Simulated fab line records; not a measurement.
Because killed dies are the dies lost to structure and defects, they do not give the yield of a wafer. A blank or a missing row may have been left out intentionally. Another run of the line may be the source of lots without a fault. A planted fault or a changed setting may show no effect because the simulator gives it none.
Which tool did it? + flow n5_finfet + 11 lots with 33 wafers sampled at 3 steps, on a route of 1938 steps

== WHAT EACH GAUGE READ, for each wafer ==
N5_BEOL_M11_THK_MEAS_53: measures by xrf.
| lot  | measured     | on            | M11_THK (nm)      |
|------|--------------|---------------|-------------------|
| L371 | day 12 19:26 | film_metro-02 | 139.6 139.2 142.1 |
| L375 | day 13 12:42 | film_metro-01 | 137.6 139.5 140.2 |
| L372 | day 13 12:58 | film_metro-01 | 140.4 145.0 144.7 |
| L376 | day 13 13:01 | film_metro-02 | 142.5 139.3 140.6 |
| L374 | day 13 16:01 | film_metro-02 | 146.2 144.8 146.4 |
| L380 | day 15 01:13 | film_metro-02 | 144.5 138.1 139.1 |
| L382 | day 15 08:35 | film_metro-01 | 137.5 137.4 139.2 |
| L388 | day 16 10:04 | film_metro-02 | 140.0 139.7 144.2 |
| L390 | day 17 19:59 | film_metro-01 | 140.5 142.8 144.5 |
| L391 | day 17 23:38 | film_metro-01 | 145.5 142.2 142.6 |
| L392 | day 18 18:07 | film_metro-02 | 145.4 143.5 145.4 |

== WHICH TOOL RAN EACH LOT (tool, then ch and the chambers of the sampled wafers, then the start) ==
| lot  | N5_BEOL_M11_DEGAS_44         | N5_BEOL_M11_PRE_CLEAN_45     |
|------|------------------------------|------------------------------|
| L371 | pvd_sputter-03, day 12 15:52 | pvd_sputter-03, day 12 15:55 |
| L375 | pvd_sputter-03, day 13 11:17 | pvd_sputter-03, day 13 11:20 |
| L372 | pvd_sputter-03, day 13 11:27 | pvd_sputter-03, day 13 11:29 |
| L376 | pvd_sputter-01, day 13 11:35 | pvd_sputter-01, day 13 11:38 |
| L374 | pvd_sputter-03, day 13 13:28 | pvd_sputter-03, day 13 13:30 |
| L380 | pvd_sputter-01, day 14 22:06 | pvd_sputter-01, day 14 22:08 |
| L382 | pvd_sputter-03, day 15 05:35 | pvd_sputter-03, day 15 05:38 |
| L388 | pvd_sputter-01, day 16 08:08 | pvd_sputter-01, day 16 08:11 |
| L390 | pvd_sputter-02, day 17 18:09 | pvd_sputter-02, day 17 18:11 |
| L391 | pvd_sputter-02, day 17 21:45 | pvd_sputter-02, day 17 21:47 |
| L392 | pvd_sputter-03, day 18 16:06 | pvd_sputter-03, day 18 16:08 |
- N5_BEOL_M11_DEGAS_44: time 60 s.
- N5_BEOL_M11_PRE_CLEAN_45: time 30 s.

== THE ANSWER, worked out from the rows above alone ==
Rule: the lots themselves supply what counts as usual. Put in order of their means at a reading, lots are off if they are a third of the lots or fewer, leave a main group of 4 or more, and stand apart from it by a gap of 3 or more times the standard deviation of the main group's means; of several such gaps the widest counts. A main group is skipped when, at the precision printed for the reading in the tables above, its means are all equal. Also off: a lot with no number at a reading for which 4 or more lots have one. Any other lot the step has rows for is counted as sound.
No lot is off at any reading shown: from this, nothing can be told.

== WHAT WAS PUT IN BY THE SIMULATOR ==
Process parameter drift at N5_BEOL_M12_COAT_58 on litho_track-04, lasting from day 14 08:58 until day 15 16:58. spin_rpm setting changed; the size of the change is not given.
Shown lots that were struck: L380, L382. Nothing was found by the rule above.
